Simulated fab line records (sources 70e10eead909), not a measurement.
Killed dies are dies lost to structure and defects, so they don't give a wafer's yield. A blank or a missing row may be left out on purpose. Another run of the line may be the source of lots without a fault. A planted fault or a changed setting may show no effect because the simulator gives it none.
Chamber matching | flow nand-harc | pecvd-04 running NHARC_P_CONTACT_DEP_30: 3 sister chambers
The step deposits SiNx, target thk 30 nm. 6 wafers are shown with their chamber, then 7 later ones without.

WAFERS PAIRED WITH THEIR CHAMBERS
wafer  | chamber | heater-power-w (W) | heater-power-outer-w (W)
L189.5 | 1       | 738                | 404
L193.6 | 0       | 621                | 362
L200.3 | 1       | 698                | 383
L200.4 | 2       | 1035               | 591
L202.2 | 0       | 699                | 452
L202.4 | 2       | 1055               | 586

WAFERS WITH NO CHAMBER GIVEN
wafer  | heater-power-w (W) | heater-power-outer-w (W)
L202.5 | 733                | 435
L203.1 | 767                | 429
L203.4 | 768                | 440
L203.5 | 941                | 540
L204.1 | 935                | 535
L204.3 | 737                | 450
L204.5 | 747                | 424

EACH ONE'S CHAMBER
wafer  | from the rows above     | in truth
L202.5 | can't be placed: 1 or 0 | 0
L203.1 | can't be placed: 1 or 0 | 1
L203.4 | can't be placed: 1 or 0 | 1
L203.5 | 2                       | 2
L204.1 | 2                       | 2
L204.3 | can't be placed: 1 or 0 | 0
L204.5 | can't be placed: 1 or 0 | 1
Correctly placed: 2 of 7. From these rows, 5 cannot be placed; in 5 the true chamber is one of the candidates. Number placed wrongly: 0.
How it was worked out, from the rows above alone: a wafer's distance from a chamber is the root of the sum, over the readings, of the square of ((its reading less the chamber's mean) divided by the reading's scatter). The wafer belongs to the nearest chamber; if the next one is less than 2 further off, it can't be placed. The mean given for a chamber averages the wafers shown for that chamber. The scatter: take each reading less its chamber's mean, square it, sum over the shown wafers, divide by the number of wafers less the number of chambers, and take the root.
